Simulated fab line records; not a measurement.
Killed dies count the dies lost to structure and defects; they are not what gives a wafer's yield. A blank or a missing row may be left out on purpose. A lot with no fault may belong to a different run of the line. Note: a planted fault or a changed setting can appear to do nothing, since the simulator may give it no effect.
Lot-split experiment || flow n5Finfet || route with 1938 steps; 7 lots, 21 wafers read

== SPLIT DETAILS ==
At N5_SD_EPI_N_EXPOSE_06 (exposes mask SD N BLK, target cd 120 nm), the setting doseMj was moved away from the recipe's 39.75 on 5 of the 21 wafers read, by -7.4% to +6.8%. This setting was run at the recipe's value on the other wafers.

== FROM THE SPLIT TO THE READING: what the file shows between them, 2 steps ==
- N5_SD_EPI_N_PEB_07: peb time 60 s
- N5_SD_EPI_N_DEVELOP_08: develop time 30 s

== THE READING ==
cdNm, in nm, at N5_SD_EPI_N_CD_MEAS_09 (target cd 120 nm). A value of 120.1 nm with a standard deviation of 1 nm is what fault-free wafers of this fab line usually give.

{"wafer": "L080.1", "tool, chamber at the split": "arfiScanner-03, 0", "doseMj as run": 39.75, "against the recipe": "recipe", "cdNm, nm": 121.8, "against lot-mates on the recipe": "-"}
{"wafer": "L080.3", "tool, chamber at the split": "arfiScanner-03, 0", "doseMj as run": 39.75, "against the recipe": "recipe", "cdNm, nm": 121.8, "against lot-mates on the recipe": "-"}
{"wafer": "L080.6", "tool, chamber at the split": "arfiScanner-03, 0", "doseMj as run": 39.75, "against the recipe": "recipe", "cdNm, nm": 120.6, "against lot-mates on the recipe": "-"}
{"wafer": "L083.2", "tool, chamber at the split": "arfiScanner-03, 0", "doseMj as run": 36.8, "against the recipe": "-7.4%", "cdNm, nm": 113.8, "against lot-mates on the recipe": -4.8}
{"wafer": "L083.4", "tool, chamber at the split": "arfiScanner-03, 0", "doseMj as run": 39.75, "against the recipe": "recipe", "cdNm, nm": 118.6, "against lot-mates on the recipe": "-"}
{"wafer": "L083.6", "tool, chamber at the split": "arfiScanner-03, 0", "doseMj as run": 36.8, "against the recipe": "-7.4%", "cdNm, nm": 114.2, "against lot-mates on the recipe": -4.4}
{"wafer": "L084.1", "tool, chamber at the split": "arfiScanner-03, 0", "doseMj as run": 39.75, "against the recipe": "recipe", "cdNm, nm": 120.4, "against lot-mates on the recipe": "-"}
{"wafer": "L084.3", "tool, chamber at the split": "arfiScanner-03, 0", "doseMj as run": 42.46, "against the recipe": "+6.8%", "cdNm, nm": 123.8, "against lot-mates on the recipe": "+3.1"}
{"wafer": "L084.6", "tool, chamber at the split": "arfiScanner-03, 0", "doseMj as run": 39.75, "against the recipe": "recipe", "cdNm, nm": 120.9, "against lot-mates on the recipe": "-"}
{"wafer": "L086.1", "tool, chamber at the split": "arfiScanner-03, 0", "doseMj as run": 39.75, "against the recipe": "recipe", "cdNm, nm": 119.8, "against lot-mates on the recipe": "-"}
{"wafer": "L086.4", "tool, chamber at the split": "arfiScanner-03, 0", "doseMj as run": 39.75, "against the recipe": "recipe", "cdNm, nm": 119.8, "against lot-mates on the recipe": "-"}
{"wafer": "L086.6", "tool, chamber at the split": "arfiScanner-03, 0", "doseMj as run": 42.09, "against the recipe": "+5.9%", "cdNm, nm": 123.1, "against lot-mates on the recipe": "+3.3"}
{"wafer": "L090.1", "tool, chamber at the split": "arfiScanner-01, 0", "doseMj as run": 39.75, "against the recipe": "recipe", "cdNm, nm": 119.0, "against lot-mates on the recipe": "-"}
{"wafer": "L090.3", "tool, chamber at the split": "arfiScanner-01, 0", "doseMj as run": 39.75, "against the recipe": "recipe", "cdNm, nm": 119.7, "against lot-mates on the recipe": "-"}
{"wafer": "L090.5", "tool, chamber at the split": "arfiScanner-01, 0", "doseMj as run": 39.75, "against the recipe": "recipe", "cdNm, nm": 120.4, "against lot-mates on the recipe": "-"}
{"wafer": "L093.2", "tool, chamber at the split": "arfiScanner-03, 0", "doseMj as run": 39.75, "against the recipe": "recipe", "cdNm, nm": 119.9, "against lot-mates on the recipe": "-"}
{"wafer": "L093.3", "tool, chamber at the split": "arfiScanner-03, 0", "doseMj as run": 39.75, "against the recipe": "recipe", "cdNm, nm": 120.5, "against lot-mates on the recipe": "-"}
{"wafer": "L093.5", "tool, chamber at the split": "arfiScanner-03, 0", "doseMj as run": 36.83, "against the recipe": "-7.3%", "cdNm, nm": 115.5, "against lot-mates on the recipe": -4.7}
{"wafer": "L097.2", "tool, chamber at the split": "arfiScanner-03, 0", "doseMj as run": 39.75, "against the recipe": "recipe", "cdNm, nm": 119.0, "against lot-mates on the recipe": "-"}
{"wafer": "L097.3", "tool, chamber at the split": "arfiScanner-03, 0", "doseMj as run": 39.75, "against the recipe": "recipe", "cdNm, nm": 119.3, "against lot-mates on the recipe": "-"}
{"wafer": "L097.5", "tool, chamber at the split": "arfiScanner-03, 0", "doseMj as run": 39.75, "against the recipe": "recipe", "cdNm, nm": 118.9, "against lot-mates on the recipe": "-"}

THE FIT
A straight line over all 21 wafers: cdNm changes by +0.673 nm for each +1% of doseMj; r = +0.93; the points scatter about the line by 0.96 nm.
The same after taking each lot's own level away (the mean of its wafers on the recipe; 21 wafers): +0.582 nm for each +1%; r = +0.98; scatter 0.41 nm.
The reading moves by 4.3 nm for the largest change in doseMj, on that fit.
Measured against the standard deviation above, the lots' own levels, which go from 118.60 to 121.40 nm, span 2.8 times it.
So the lot-to-lot level changes the slope: the two fits differ.
Check: for one of the wafers moved furthest among these (-7.4%), held out of the fit, the line's prediction against its lot-mates is -4.29 nm. It came out at -4.8 nm against them.

== THE OTHER SPLITS THESE WAFERS WENT THROUGH ==
These wafers also went through other splits before the reading. Each is held against what the fit with the lots' levels taken away leaves over:
{"other split on the same wafers": "N5_WELL_APT_COAT_02 spinRpm", "wafers away from the commonest value": 8, "r with cdNm (lot level and that fit taken away)": -0.25}
{"other split on the same wafers": "N5_FIN_SAQP_ALD_61 aldCycles", "wafers away from the commonest value": 5, "r with cdNm (lot level and that fit taken away)": -0.06}
{"other split on the same wafers": "N5_FIN_SAQP_PECVD_48 timeS", "wafers away from the commonest value": 6, "r with cdNm (lot level and that fit taken away)": "+0.21"}
{"other split on the same wafers": "N5_FIN_SAQP_SPACER1_ALD_24 tempC", "wafers away from the commonest value": 6, "r with cdNm (lot level and that fit taken away)": -0.06}
{"other split on the same wafers": "N5_DUMMY_GATE_COAT_35 spinRpm", "wafers away from the commonest value": 9, "r with cdNm (lot level and that fit taken away)": -0.03}

== THE WHOLE CHAIN: every reading that the file lists as answering this split, in the file's order ==
{"step": "N5_SD_EPI_N_CD_MEAS_09", "what it does": "target cd 120 nm", "reading": "cdNm", "change (the file's fit)": "+0.578 nm for each +1% of the setting", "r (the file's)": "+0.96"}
{"step": "N5_SD_EPI_N_DESCUM_14", "what it does": "chemistry O2, time 7.9 s", "reading": "SD_EPI_N.cdNm (the simulator's own value, which no gauge read)", "change (the file's fit)": "+0.623 nm for each +1% of the setting", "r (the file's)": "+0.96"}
{"step": "N5_SD_EPI_N_ETCH_35", "what it does": "etches SOC in N2/H2, overetch 108 nm, time 486 s", "reading": "SD_EPI_N.cdNm (the simulator's own value, which no gauge read)", "change (the file's fit)": "+0.689 nm for each +1% of the setting", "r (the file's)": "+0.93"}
{"step": "N5_SD_EPI_N_ETCHBACK_44", "what it does": "etches SiNx in CH3F/O2, stops on SiO2, target depth 14.5 nm", "reading": "SD_EPI_N.cdNm (the simulator's own value, which no gauge read)", "change (the file's fit)": "+0.706 nm for each +1% of the setting", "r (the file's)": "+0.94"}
{"step": "N5_SD_EPI_N_ETCH_16", "what it does": "etches SiO2 in CHF3/O2, target depth 5 nm", "reading": "SD_EPI_N.cdNm (the simulator's own value, which no gauge read)", "change (the file's fit)": "+0.699 nm for each +1% of the setting", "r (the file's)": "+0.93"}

== THE FILE'S OWN FIT ==
cdNm changes by +0.578 nm for each +1% of doseMj, r = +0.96.
